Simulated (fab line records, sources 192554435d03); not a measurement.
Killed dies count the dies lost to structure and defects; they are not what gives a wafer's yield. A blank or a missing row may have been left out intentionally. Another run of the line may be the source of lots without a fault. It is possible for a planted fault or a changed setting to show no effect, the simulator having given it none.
Which tool is to blame? | flow n5-finfet | 9 lots with 26 wafers sampled at 5 steps, on a route of 1938 steps

## WHAT THE GAUGES READ, wafer by wafer
N5_BEOL_M4_RC_MEAS_101. Usual: DIBL_N 36.6 mV/V, standard deviation 2.1; DIBL_P 36.5 mV/V, standard deviation 2.7; IOFF_N 0.17 nA/um, standard deviation 0.043; IOFF_P 0.22 nA/um, standard deviation 0.045; ION_N 674 uA/um, standard deviation 17; ION_P 461 uA/um, standard deviation 9.9; SS_N 71.7 mV/dec, standard deviation 0.79; SS_P 73.4 mV/dec, standard deviation 0.79; VT_N 249 mV, standard deviation 4; VT_P -250 mV, standard deviation 3.3.
lot  | measured     | on        | DIBL_N (mV/V)  | DIBL_P (mV/V)  | IOFF_N (nA/um) | IOFF_P (nA/um) | ION_N (uA/um) | ION_P (uA/um) | SS_N (mV/dec)  | SS_P (mV/dec)  | VT_N (mV)   | VT_P (mV)      | flag
L197 | day 8 23:49  | prober-02 | 37.2 31.8 34.4 | 35.6 30.3 34.2 | 0.18 0.10 0.14 | 0.23 0.16 0.21 | 672 658 681   | 466 458 475   | 71.4 69.4 70.2 | 73.3 72.2 73.3 | 247 253 250 | -248 -252 -249 |
L200 | day 9 02:46  | prober-01 | 39.7 36.1 35.1 | 39.8 32.2 33.3 | 0.19 0.13 0.12 | 0.27 0.15 0.17 | 657 644 645   | 452 439 449   | 71.8 70.9 70.6 | 75.0 72.2 72.6 | 249 254 254 | -248 -255 -255 |
L199 | day 9 08:06  | prober-02 | 34.9 35.6 36.0 | 34.8 34.2 34.3 | 0.16 0.17 0.17 | 0.26 0.25 0.25 | 695 653 679   | 487 460 465   | 71.3 71.6 71.9 | 72.6 73.1 73.2 | 249 250 248 | -244 -245 -246 |
L201 | day 9 23:44  | prober-02 | 39.5 39.0 37.1 | 41.3 40.2 36.6 | 0.25 0.25 0.20 | 0.30 0.30 0.23 | 692 689 687   | 469 468 465   | 73.0 72.0 72.0 | 74.9 74.1 73.9 | 244 242 248 | -246 -245 -246 |
L205 | day 10 02:13 | prober-02 | 35.5 37.8 35.6 | 36.0 38.4 35.0 | 0.15 0.19 0.15 | 0.23 0.27 0.21 | 673 682 684   | 467 478 473   | 71.9 72.0 71.7 | 73.6 74.2 73.3 | 248 249 250 | -246 -246 -247 |
L206 | day 10 22:29 | prober-01 | 34.5 34.3 35.6 | 33.8 34.0 36.4 | 0.13 0.12 0.15 | 0.18 0.19 0.24 | 659 660 678   | 460 457 473   | 70.8 70.2 71.4 | 72.9 73.5 73.6 | 251 255 251 | -249 -249 -247 |
L214 | day 12 03:50 | prober-01 | 37.2 38.0 35.6 | 37.6 39.5 34.8 | 0.17 0.20 0.15 | 0.22 0.25 0.18 | 658 682 673   | 452 465 455   | 71.1 72.1 71.3 | 74.0 73.7 73.8 | 250 245 251 | -249 -248 -250 |
L218 | day 15 04:58 | prober-02 | 34.8 33.9      | 32.7 32.3      | 0.12 0.10      | 0.14 0.14      | 672 645       | 456 446       | 70.9 70.4      | 72.0 72.4      | 254 257     | -254 -256      |
L217 | day 14 02:22 | prober-02 | 36.5 40.9 36.9 | 38.2 43.3 38.2 | 0.16 0.30 0.18 | 0.23 0.37 0.23 | 661 712 682   | 455 483 462   | 71.5 72.4 71.4 | 74.0 75.4 74.2 | 251 240 247 | -251 -245 -251 |

## WHAT TOOL EACH LOT RAN ON (gives the tool, then ch and the chambers of the sampled wafers, and finally the start)
lot  | N5_BEOL_M1_SPUTTER_96        | N5_BEOL_M1_CMP_52             | N5_BEOL_M2_ETCH_74                 | N5_BEOL_M2_STRIP_66
L197 | pvd-sputter-02, day 7 20:02  | cmp-04 ch 1,2, day 7 20:34    | rie-diel-01 ch 0,3, day 7 22:41    | rie-diel-01 ch 0,3, day 7 22:52
L200 | pvd-sputter-03, day 7 20:04  | cmp-03 ch 0,1,3, day 7 20:37  | rie-diel-06 ch 0,3, day 7 22:55    | rie-diel-06 ch 0,3, day 7 23:05
L199 | pvd-sputter-02, day 7 23:43  | cmp-03 ch 0,1,3, day 8 00:15  | rie-diel-03 ch 0,1,3, day 8 03:04  | rie-diel-03 ch 0,1,3, day 8 03:14
L201 | pvd-sputter-02, day 8 01:34  | cmp-04 ch 0,2,3, day 8 02:03  | rie-diel-01 ch 0,2,3, day 8 04:11  | rie-diel-01 ch 0,2,3, day 8 04:22
L205 | pvd-sputter-02, day 8 17:43  | cmp-02 ch 1,2,3, day 8 18:13  | rie-diel-01 ch 1,2,3, day 8 20:46  | rie-diel-01 ch 1,2,3, day 8 20:56
L206 | pvd-sputter-02, day 9 07:59  | cmp-02 ch 2,3, day 9 08:32    | rie-diel-01 ch 1,2, day 9 09:55    | rie-diel-01 ch 1,2, day 9 10:05
L214 | pvd-sputter-01, day 10 18:39 | cmp-03 ch 0,2, day 10 19:10   | rie-diel-03 ch 0,2,3, day 10 22:04 | rie-diel-03 ch 0,2,3, day 10 22:15
L218 | pvd-sputter-02, day 11 18:49 | cmp-04 ch 0,1, day 11 19:20   | rie-diel-01 ch 0,2, day 11 22:50   | rie-diel-01 ch 0,2, day 11 23:01
L217 | pvd-sputter-02, day 12 02:25 | cmp-02 ch 1,2,3, day 12 03:14 | rie-diel-06 ch 0,2,3, day 12 11:12 | rie-diel-06 ch 0,2,3, day 12 11:23
- N5_BEOL_M1_SPUTTER_96: material Cu, target thk 4.5 nm, time 8.29 s.
- N5_BEOL_M1_CMP_52: polishes, stops on SiOC, t overpolish 6.8 s, target thk 40 nm.
- N5_BEOL_M2_ETCH_74: etches underlayer in N2/H2, target depth 6.5 nm, time 5.2 s.
- N5_BEOL_M2_STRIP_66: strips in CF4.

## WHAT THE TOOLS THEMSELVES READ (means of the sampled wafers that have a number; where no wafer has one, the mark that the record gives instead)
N5_BEOL_M1_SPUTTER_96. Usual: substrate-temp-c -20.01 C, standard deviation 0.094; susceptor-temp-C -20.00 C, standard deviation 0.11; throttle-valve-pct 30.1 %, standard deviation 0.88.
lot  | tool           | substrate-temp-c (C) | susceptor-temp-C (C) | throttle-valve-pct (%) | flag
L197 | pvd-sputter-02 | -20.03               | -20.07               | 30.2                   |
L200 | pvd-sputter-03 | -20.03               | -20.09               | 30.8                   |
L199 | pvd-sputter-02 | -19.99               | -19.94               | 29.9                   |
L201 | pvd-sputter-02 | -19.97               | -20.02               | 29.6                   |
L205 | pvd-sputter-02 | -20.05               | -19.98               | 30.1                   |
L206 | pvd-sputter-02 | -19.97               | -20.02               | 29.8                   |
L214 | pvd-sputter-01 | -20.01               | -20.06               | 30.1                   |
L218 | pvd-sputter-02 | -20.09               | -20.05               | 30.2                   |
L217 | pvd-sputter-02 | -19.92               | -20.08               | 30.3                   |

N5_BEOL_M1_CMP_52. Usual: barrier-field-endpoint-s 24.6 s, standard deviation 0.69; motor-current-A 6.1 A, standard deviation 0.6; overpolish-run-s 6.800 s, standard deviation 0.0087; time-to-endpoint-s 62 s, standard deviation 3.6.
lot  | tool   | barrier-field-endpoint-s (s) | motor-current-A (A) | overpolish-run-s (s) | time-to-endpoint-s (s) | flag
L197 | cmp-04 | 24.3                         | 5.8                 | 6.798                | 61                     |
L200 | cmp-03 | 24.5                         | 6.0                 | 6.797                | 60                     |
L199 | cmp-03 | 24.1                         | 6.1                 | 6.797                | 60                     |
L201 | cmp-04 | 24.7                         | 5.9                 | 6.800                | 62                     |
L205 | cmp-02 | 24.6                         | 6.3                 | 6.804                | 62                     |
L206 | cmp-02 | 24.6                         | 6.1                 | 6.800                | 65                     |
L214 | cmp-03 | 24.6                         | 6.2                 | 6.802                | 61                     |
L218 | cmp-04 | 25.4                         | 6.1                 | 6.800                | 64                     |
L217 | cmp-02 | 25.3                         | 6.4                 | 6.804                | 65                     |

N5_BEOL_M2_ETCH_74. Usual: drypump-motor-current-A 5.9 A, standard deviation 0.42; etch-rf-on-time-s 5.28 s, standard deviation 0.19; oes-product-au 0.65 a.u., standard deviation 0.056; rf-vpp-V 524.0 V, standard deviation 2.2; showerhead-plenum-p-Torr 2.54 Torr, standard deviation 0.071; throttle-valve-pct 17.85 %, standard deviation 0.21.
lot  | tool        | drypump-motor-current-A (A) | etch-rf-on-time-s (s) | oes-product-au (a.u.) | rf-vpp-V (V) | showerhead-plenum-p-Torr (Torr) | throttle-valve-pct (%) | flag
L197 | rie-diel-01 | 6.2                         | 5.09                  | 0.64                  | 523.7        | 2.56                            | 18.15                  |
L200 | rie-diel-06 | 5.4                         | 5.36                  | 0.71                  | 526.3        | 2.61                            | 17.69                  |
L199 | rie-diel-03 | 6.0                         | 5.24                  | 0.67                  | 523.2        | 2.52                            | 17.78                  |
L201 | rie-diel-01 | 6.3                         | 5.19                  | 0.68                  | 524.7        | 2.58                            | 18.02                  |
L205 | rie-diel-01 | 6.1                         | 3.73                  | 0.83                  | 522.8        | 2.50                            | 17.96                  | OFF
L206 | rie-diel-01 | 6.1                         | 4.54                  | 0.80                  | 524.9        | 2.53                            | 17.81                  | OFF
L214 | rie-diel-03 | 5.9                         | 5.30                  | 0.63                  | 523.1        | 2.50                            | 17.76                  |
L218 | rie-diel-01 | 6.4                         | 5.39                  | 0.67                  | 526.4        | 2.60                            | 17.96                  |
L217 | rie-diel-06 | 5.5                         | 5.33                  | 0.64                  | 524.5        | 2.57                            | 17.80                  |

N5_BEOL_M2_STRIP_66. Usual: drypump-motor-current-A 5.9 A, standard deviation 0.42; oes-product-au 0.76 a.u., standard deviation 0.064; rf-vpp-V 271.2 V, standard deviation 1.3; showerhead-plenum-p-Torr 1.80 Torr, standard deviation 0.051; throttle-valve-pct 13.64 %, standard deviation 0.19.
lot  | tool        | drypump-motor-current-A (A) | oes-product-au (a.u.) | rf-vpp-V (V) | showerhead-plenum-p-Torr (Torr) | throttle-valve-pct (%) | flag
L197 | rie-diel-01 | 6.2                         | 0.73                  | 272.0        | 1.81                            | 13.85                  |
L200 | rie-diel-06 | 5.4                         | 0.82                  | 272.4        | 1.84                            | 13.51                  |
L199 | rie-diel-03 | 5.9                         | 0.78                  | 271.8        | 1.79                            | 13.63                  |
L201 | rie-diel-01 | 6.3                         | 0.79                  | 271.6        | 1.82                            | 13.73                  |
L205 | rie-diel-01 | 6.1                         | 0.77                  | 269.5        | 1.76                            | 13.70                  |
L206 | rie-diel-01 | 6.1                         | 0.82                  | 271.5        | 1.78                            | 13.58                  |
L214 | rie-diel-03 | 5.9                         | 0.73                  | 271.1        | 1.77                            | 13.57                  |
L218 | rie-diel-01 | 6.3                         | 0.79                  | 272.8        | 1.85                            | 13.70                  |
L217 | rie-diel-06 | 5.5                         | 0.75                  | 271.8        | 1.82                            | 13.65                  |

## THE ANSWER, worked out from the rows above alone
Rule: a lot counts as off when the mean over its wafers that have a number is more than 3 standard deviations away from the usual mean. Also off: a lot with no number at a reading for which 4 or more lots have one. The other lots that the step has rows for count as sound. Order of review: gauges by route order, followed by the tools' own readings, for which a lot's mean as printed above is used. The first step at which some lot is off is used, and at that step the reading that is off furthest; a lot without a number counts as furthest.
Off: L205, L206 (N5_BEOL_M2_ETCH_74, etch-rf-on-time-s).
If a tool, at that step or one of the process steps before it, ran each lot that is off and ran no sound lot following the first of them, it fits. Of those tried, none fits.

## WHAT THE SIMULATOR HAD INSERTED
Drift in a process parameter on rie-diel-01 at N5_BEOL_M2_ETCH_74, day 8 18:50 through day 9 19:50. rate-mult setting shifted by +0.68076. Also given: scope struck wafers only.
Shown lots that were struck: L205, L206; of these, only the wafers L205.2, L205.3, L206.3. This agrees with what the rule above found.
